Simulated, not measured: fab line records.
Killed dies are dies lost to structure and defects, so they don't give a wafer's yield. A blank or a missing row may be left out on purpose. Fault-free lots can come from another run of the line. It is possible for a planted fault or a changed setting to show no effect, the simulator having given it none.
fab line records	flow nandHarc
record lots=11	wafers=33	lastDay=25
route steps=1159 shown P_M2@331 P_BONDPAD@351 END@1159
lots with no fault: from the same line, run without faults
startH: start of the lot's first displayed wafer, in hours after the record's first day	waitH: hours since the lot's step before	" as in the row above	L1.1+2: a row that stands for several wafers	- value missing, or start not given	* or withheld: withheld	< > ~ a bound
route shown NAME@n: a module of which the file shows steps, and the number in the route of the first	usual: the fault-free wafers' mean and standard deviation	same: alike in all rows	chamber/n: place in a boat	sites: per-site readings	_std_site: their standard deviation	_edge_site: the outer-site mean with the inner-site mean subtracted	radiusMm: for every site, how far away it sits from the centre of the wafer	mask NAME#n: copy n	behind: the most recent tool/chamber to have shaped the wafer	hold: why the lot went on hold/how many hours it stayed there/how the hold came to an end	device: the transistor (n, p or np) that didn't switch	end of line: tests run on the same wafers once the route is complete	where a step has no rows: the recipe by itself	killed: count of dies lost to structure and defects at first sort (not the wafer's yield)	map: per-die view of a wafer (x killed, . not killed, _ where there is no die)
set.NAME: setting as actually run; set.NAME@STEP: the setting as run at that earlier step	model.NAME: the simulator's own value behind a step, which no gauge read
steps of the route over a sample of lots; a table a step, a row a wafer
services: the hour from which a tool's chamber was out of use, counted from the record's first day as startH (under 0 if before that day), plus the number of hours and why
## steps
# step NHARC_P_M2_DESCUM_14
# recipe timeS=3	o2FlowSccm=200	arFlowSccm=0	biasPowerW=0	chemistry=O2
# usual drypumpMotorCurrentA=5.7/0.49	oesProductAu=0.999/0.0071	rfVppV=57.8/0.91	showerheadPlenumPTorr=1.93/0.082	throttleValvePct=11.311/0.0095
lot.wafer	tool	chamber	startH	waitH	drypumpMotorCurrentA	oesProductAu	rfHoursCounterH	rfVppV	showerheadPlenumPTorr	throttleValvePct
L750.2	rieDiel-07	2	135.73	0.1	5.4	1.011	2	58.0	2.01	11.304
L750.6	"	1	"	"	4.9	1.006	-	57.8	1.84	11.312
L750.5	"	2	"	"	5.4	1.008	-	58.8	2.01	11.299
L749.2	rieDiel-07	0	141.24	0.1	6.0	0.999	3	57.8	1.97	11.319
L749.3	"	1	"	"	4.9	0.999	3	56.9	1.84	11.317
L749.4	"	2	"	"	5.4	0.994	2	58.8	2.01	11.313
L751.3	rieDiel-07	0	141.39	0.1	6.0	1.008	3	56.9	1.97	11.309
L751.2	"	1	"	"	4.9	1.018	3	57.4	1.84	11.318
L751.5	"	0	"	"	6.0	1.017	-	59.2	1.97	11.297
L752.4	rieDiel-07	3	142.31	0.1	6.3	0.998	3	57.9	2.00	11.306
L752.2	"	1	"	"	4.9	1.002	3	57.4	1.84	11.311
L752.6	"	2	"	"	5.4	1.003	-	57.9	2.01	11.292
L753.3	rieDiel-02	0	146.69	0.1	6.0	0.994	22	56.1	1.89	11.328
L753.2	"	1	"	"	6.2	1.002	34	58.8	2.03	11.319
L753.4	"	2	"	"	6.0	1.003	30	57.9	1.86	11.299
L757.1	rieDiel-07	3	168.95	0.1	6.3	0.990	3	58.6	2.00	11.294
L757.4	"	0	"	"	6.0	0.999	4	58.4	1.97	11.308
L757.5	"	1	"	"	4.9	0.996	-	58.1	1.84	11.287
L759.3	rieDiel-07	1	187.68	0.1	4.9	1.001	4	57.2	1.84	11.300
L759.1	"	2	"	"	5.4	1.008	3	57.8	2.01	11.298
L759.2	"	3	"	"	6.3	0.990	4	57.6	2.00	11.314
L764.1	rieDiel-01	1	215.81	0.1	6.1	1.004	26	57.5	2.00	11.306
L764.3	"	2	"	"	5.7	0.992	26	57.3	1.81	11.313
L764.6	"	3	"	"	5.6	1.003	-	57.8	2.07	11.309
L768.3	rieDiel-01	0	242.51	0.1	5.7	0.997	35	56.3	1.79	11.327
L768.2	"	1	"	"	6.1	0.996	36	58.7	2.00	11.305
L768.6	"	0	"	"	5.7	1.001	-	56.1	1.79	11.299
L767.3	rieDiel-01	0	242.86	0.1	5.7	1.001	35	55.7	1.79	11.322
L767.6	"	2	"	"	5.7	0.988	-	58.1	1.80	11.315
L767.5	"	3	"	"	5.6	0.989	-	58.6	2.06	11.298
L772.3	rieDiel-02	3	256.57	0.1	6.0	0.989	17	56.4	1.85	11.299
L772.2	"	2	"	"	6.1	1.005	17	57.2	1.86	11.311
L772.6	"	2	"	"	6.0	1.002	-	57.5	1.86	11.310
# step NHARC_P_BONDPAD_DEP_00
# recipe targetThkA=2500	tempC=370	targetThkNm=250	pressureTorr=3	flowSccm=200	rfW=450	material=SiCN
# usual heaterPowerOuterW=311/50	heaterPowerW=555/83
lot.wafer	tool	chamber	startH	waitH	heaterPowerOuterW	heaterPowerW
L750.2	pecvd-04	2	139.14	-	333	616
L750.5	"	0	"	"	314	533
L750.6	"	1	"	"	372	637
L749.3	pecvd-04	2	144.42	-	332	612
L749.2	"	0	"	"	327	551
L749.4	"	0	"	"	249	437
L751.2	pecvd-03	2	144.59	-	315	577
L751.3	"	0	"	"	353	629
L751.5	"	1	"	"	246	445
L752.2	pecvd-03	1	145.46	-	195	382
L752.4	"	0	"	"	344	630
L752.6	"	2	"	"	309	560
L752.2	pecvd-03	1	146.07	-	198	367
L752.4	"	0	"	"	350	626
L752.6	"	2	"	"	308	550
L753.3	pecvd-02	2	149.95	-	359	638
L753.2	"	1	"	"	278	536
L753.4	"	0	"	"	247	416
L757.1	pecvd-02	1	172.17	-	309	574
L757.5	"	2	"	"	297	549
L757.4	"	1	"	"	314	604
L757.1	pecvd-02	1	172.76	-	310	573
L757.5	"	2	"	"	298	569
L757.4	"	1	"	"	323	592
L759.3	pecvd-04	2	190.86	-	375	674
L759.2	"	0	"	"	293	488
L759.1	"	1	"	"	329	587
L764.3	pecvd-02	2	219.07	-	350	641
L764.1	"	1	"	"	332	601
L764.6	"	0	"	"	303	520
L768.3	pecvd-03	2	245.67	-	340	602
L768.2	"	1	"	"	214	396
L768.6	"	2	"	"	343	592
L767.3	pecvd-04	2	246.21	-	411	719
L767.6	"	2	"	"	412	736
L767.5	"	1	"	"	402	642
L772.3	pecvd-03	2	260.99	-	291	524
L772.2	"	1	"	"	259	457
L772.6	"	0	"	"	359	643
# step NHARC_P_BONDPAD_OVL_MEAS_38
# usual overlayXNm=-2/4.8	overlayYNm=3/6.1
lot.wafer	tool	chamber	startH	waitH	overlayXNm	overlayYNm
L750.2	overlay-01	-	140.25	-	-2	6
L750.5	"	-	"	"	-2	5
L750.6	"	-	"	"	-2	6
L749.2	overlay-02	-	145.77	-	-5	2
L749.3	"	-	"	"	-5	2
L749.4	"	-	"	"	-5	2
L751.2	overlay-01	-	145.93	-	-3	8
L751.3	"	-	"	"	-2	8
L751.5	"	-	"	"	-3	8
L752.2	overlay-01	-	147.32	-	-2	0
L752.4	"	-	"	"	-2	-1
L752.6	"	-	"	"	-2	0
L753.2	overlay-01	-	151.14	-	2	4
L753.3	"	-	"	"	2	5
L753.4	"	-	"	"	2	6
L757.1	overlay-01	-	173.95	-	-8	-1
L757.4	"	-	"	"	-8	-2
L757.5	"	-	"	"	-8	-1
L759.1	overlay-01	-	192.05	-	-4	4
L759.2	"	-	"	"	-3	4
L759.3	"	-	"	"	-4	4
L764.1	overlay-01	-	220.38	-	-5	-2
L764.3	"	-	"	"	-5	-1
L764.6	"	-	"	"	-5	-2
L768.2	overlay-01	-	246.98	-	2	-2
L768.3	"	-	"	"	2	-3
L768.6	"	-	"	"	2	-3
L767.3	overlay-01	-	247.53	-	1	10
L767.5	"	-	"	"	1	11
L767.6	"	-	"	"	2	10
L772.2	overlay-02	-	262.18	-	-7	-3
L772.3	"	-	"	"	-7	-3
L772.6	"	-	"	"	-6	-3
# step NHARC_P_BONDPAD_DESCUM_11
# recipe timeS=3	o2FlowSccm=200	arFlowSccm=0	biasPowerW=0	chemistry=O2
# usual drypumpMotorCurrentA=5.8/0.4	oesProductAu=1.005/0.0073	rfVppV=57.6/0.81	showerheadPlenumPTorr=1.91/0.058	throttleValvePct=11.312/0.0092
lot.wafer	tool	chamber	startH	waitH	drypumpMotorCurrentA	oesProductAu	rfHoursCounterH	rfVppV	showerheadPlenumPTorr	throttleValvePct
L750.2	rieDiel-04	1	140.37	-	6.2	1.002	2	58.7	1.91	11.313
L750.6	"	1	"	"	6.2	1.010	-	56.4	1.91	11.339
L750.5	"	2	"	"	5.5	1.017	-	59.1	1.87	11.314
L749.2	rieDiel-04	0	145.89	-	5.5	1.003	2	57.9	1.95	11.304
L749.3	"	2	"	"	5.4	1.000	1	57.0	1.87	11.311
L749.4	"	3	"	"	5.9	0.999	1	57.6	1.90	11.312
L751.3	rieDiel-04	3	146.05	-	5.9	1.003	1	58.3	1.90	11.301
L751.2	"	0	"	"	5.5	0.993	2	58.5	1.95	11.308
L751.5	"	0	"	"	5.5	1.016	-	56.8	1.95	11.320
L752.4	rieDiel-13	2	147.45	-	6.0	1.000	12	55.6	1.78	11.298
L752.2	"	3	"	"	6.1	0.997	11	57.4	1.81	11.318
L752.6	"	1	"	"	6.2	1.001	-	57.1	2.00	11.323
L753.3	rieDiel-04	1	151.26	-	6.2	0.999	2	57.8	1.91	11.328
L753.4	"	3	"	"	5.9	0.995	2	56.9	1.90	11.316
L753.2	"	0	"	"	5.4	1.000	3	58.3	1.95	11.305
L757.1	rieDiel-04	3	174.07	-	5.9	0.992	5	57.8	1.90	11.292
L757.4	"	0	"	"	5.5	1.006	5	57.1	1.95	11.312
L757.5	"	0	"	"	5.5	0.992	-	57.3	1.95	11.313
L759.3	rieDiel-04	0	192.18	-	5.4	1.000	7	58.8	1.95	11.307
L759.1	"	2	"	"	5.5	1.005	6	56.7	1.87	11.322
L759.2	"	3	"	"	5.9	1.009	6	57.7	1.90	11.314
L764.3	rieDiel-13	1	220.52	-	6.2	1.007	35	58.1	1.99	11.292
L764.1	"	2	"	"	6.0	1.013	40	57.0	1.77	11.309
L764.6	"	1	"	"	6.2	1.002	-	58.8	1.99	11.302
L768.2	rieDiel-04	2	247.10	-	5.4	1.027	11	56.7	1.87	11.313
L768.3	"	3	"	"	5.9	1.011	12	56.6	1.90	11.306
L768.6	"	3	"	"	5.9	1.011	-	58.4	1.90	11.314
L767.3	rieDiel-04	3	247.66	-	5.9	1.001	12	56.5	1.90	11.302
L767.6	"	3	"	"	5.9	1.005	-	59.0	1.90	11.328
L767.5	"	0	"	"	5.5	1.013	-	58.3	1.95	11.312
L772.3	rieDiel-04	2	262.35	-	5.4	1.013	14	57.8	1.87	11.313
L772.2	"	0	"	"	5.5	1.013	13	58.6	1.95	11.318
L772.6	"	2	"	"	5.4	1.017	-	57.3	1.87	11.315
# step NHARC_END_SORT_01
# recipe tempC=25
# usual defectLimitedYield=95.3/1.6	killedAtArray=28/10	killedAtOther=0.6/0.85	killedAtPeriphery=3.3/2.3	killedDies=32/11	killedOpen=3.3/1.5	killedShort=2.1/1.4	sort_bin_2_pct=1.5/0.63	sort_bin_3_pct=0.25/0.21	sort_bin_4_pct=3.0/1.1	sortNPass=645/11	sortRimYieldPct=97.6/1.6	sortYieldPct=95.3/1.6
# same grossDies=677	sort_bin_5_pct[%]=0	sort_bin_6_pct[%]=0	sort_bin_7_pct[%]=0	sort_bin_8_pct[%]=0	sortRimNGross=106.00
lot.wafer	tool	chamber	startH	waitH	defectLimitedYield[%]	killedAtArray	killedAtOther	killedAtPeriphery	killedDies	killedOpen	killedShort	sort_bin_2_pct[%]	sort_bin_3_pct[%]	sort_bin_4_pct[%]	sortNPass	sortRimYieldPct[%]	sortYieldPct[%]
L767.3	prober-01	0	554.81	3.1	93.9	38	1	2	41	2	4	2.4	0.74	3.0	636	96.2	93.9
L767.5	prober-01	0	556.43	3.7	94.1	38	0	2	40	2	0	1.3	0.44	4.1	637	99.1	94.1
L767.6	prober-01	0	557.24	4.0	92.5	46	1	4	51	6	2	2.7	0.30	4.6	626	98.1	92.5
L768.2	prober-02	0	564.24	2.8	94.5	36	0	1	37	3	3	2.4	0	3.1	640	97.2	94.5
L768.3	prober-02	0	565.04	3.1	92.8	47	0	2	49	4	2	1.9	0.30	5.0	628	96.2	92.8
L768.6	prober-02	0	567.44	4.0	92.5	45	1	5	51	5	2	3.2	0.15	4.1	626	100.0	92.5
# killed by level:class
L767.3 A_SLIT:chamberFilmFlake=15 A_CONTACT:chamberFilmFlake=6 A_CHANNEL_HOLE_D1:chamberFilmFlake=5 A_ZERO_WELL:chamberFilmFlake=2 A_STAIRCASE:chamberFilmFlake=2 A_WL_FILL:chamberFilmFlake=2 A_BONDPAD:chamberFilmFlake=2 P_GATE:geometricParticle:open=1
L767.5 A_SLIT:chamberFilmFlake=15 A_CHANNEL_HOLE_D1:chamberFilmFlake=6 A_CONTACT:chamberFilmFlake=5 A_WL_FILL:chamberFilmFlake=4 A_STAIRCASE:chamberFilmFlake=3 A_ZERO_WELL:chamberFilmFlake=2 A_BONDPAD:chamberFilmFlake=2 P_CONTACT:geometricParticle:open=1
L767.6 A_SLIT:chamberFilmFlake=16 A_CHANNEL_HOLE_D1:chamberFilmFlake=12 A_CONTACT:chamberFilmFlake=9 A_CHANNEL_FILL_D1:geometricParticle:open=3 A_ZERO_WELL:chamberFilmFlake=2 P_STI:geometricParticle:open=1 P_M1:geometricParticle:open=1 A_WL_FILL:geometricParticle:short=1
L768.2 A_SLIT:chamberFilmFlake=17 A_CHANNEL_HOLE_D1:chamberFilmFlake=5 A_STAIRCASE:chamberFilmFlake=5 A_CONTACT:chamberFilmFlake=3 P_M2:geometricParticle:short=1 A_SOURCE_PLATE:geometricParticle:open=1 A_ONON_D1:geometricParticle:open=1 A_CHANNEL_HOLE_D1:geometricParticle:short=1
L768.3 A_SLIT:chamberFilmFlake=21 A_CHANNEL_HOLE_D1:chamberFilmFlake=11 A_CONTACT:chamberFilmFlake=7 A_ONON_D1:geometricParticle:short=2 A_CHANNEL_FILL_D1:chamberFilmFlake=2 P_M0:geometricParticle:open=1 A_CHANNEL_FILL_D1:geometricParticle:open=1 A_CONTACT:geometricParticle:open=1
L768.6 A_SLIT:chamberFilmFlake=22 A_CONTACT:chamberFilmFlake=8 A_CHANNEL_HOLE_D1:chamberFilmFlake=6 A_STAIRCASE:chamberFilmFlake=5 P_CONTACT:geometricParticle:open=2 P_GATE:geometricParticle:open=1 P_M0:geometricParticle:open=1 P_M0:geometricParticle:short=1
## services
tool	chamber	startH	hours	kind
rieDiel-04	-	111.90	9.0	pm
rieDiel-04	0	111.90	9.0	ventCycle
rieDiel-04	1	111.90	9.0	ventCycle
rieDiel-01	2	113.03	9.2	repair
rieDiel-02	1	118.07	3.5	repair
rieDiel-07	2	123.84	3.5	repair
rieDiel-01	-	137.80	9.0	pm
pecvd-04	-	148.73	1.8	repair
rieDiel-02	-	150.70	9.0	pm
pecvd-04	-	151.20	1.7	repair
pecvd-02	-	153.27	13.0	pm
rieDiel-04	-	157.36	0.3	repair
pecvd-02	-	170.28	0.6	repair
rieDiel-13	1	183.73	8.8	repair
rieDiel-07	-	193.83	0.3	repair
pecvd-04	-	195.00	13.0	pm
pecvd-03	0	196.69	13.8	repair
rieDiel-13	3	196.79	5.8	repair
rieDiel-04	-	203.30	0.4	repair
rieDiel-04	1	221.20	5.8	repair
rieDiel-07	3	227.31	9.4	repair
rieDiel-07	-	228.20	9.0	pm
pecvd-04	0	240.18	6.7	repair
rieDiel-02	1	248.72	12.5	repair
## key
firstSign step=NHARC_P_BONDPAD_DEP_00	reading=visit	direction=added
effect none on later readings
metAt NHARC_P_BONDPAD_DEP_00
struckLots L752,L757
notActingAt NHARC_P_M2_DESCUM_14,NHARC_P_BONDPAD_OVL_MEAS_38,NHARC_P_BONDPAD_DESCUM_11
fault kind=repeatedStepWhole	tool=pecvd-02,pecvd-03,pecvd-04	chamber=-	onsetH=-	steps=NHARC_P_BONDPAD_DEP_00	times=1	scope=struckLotsOnly
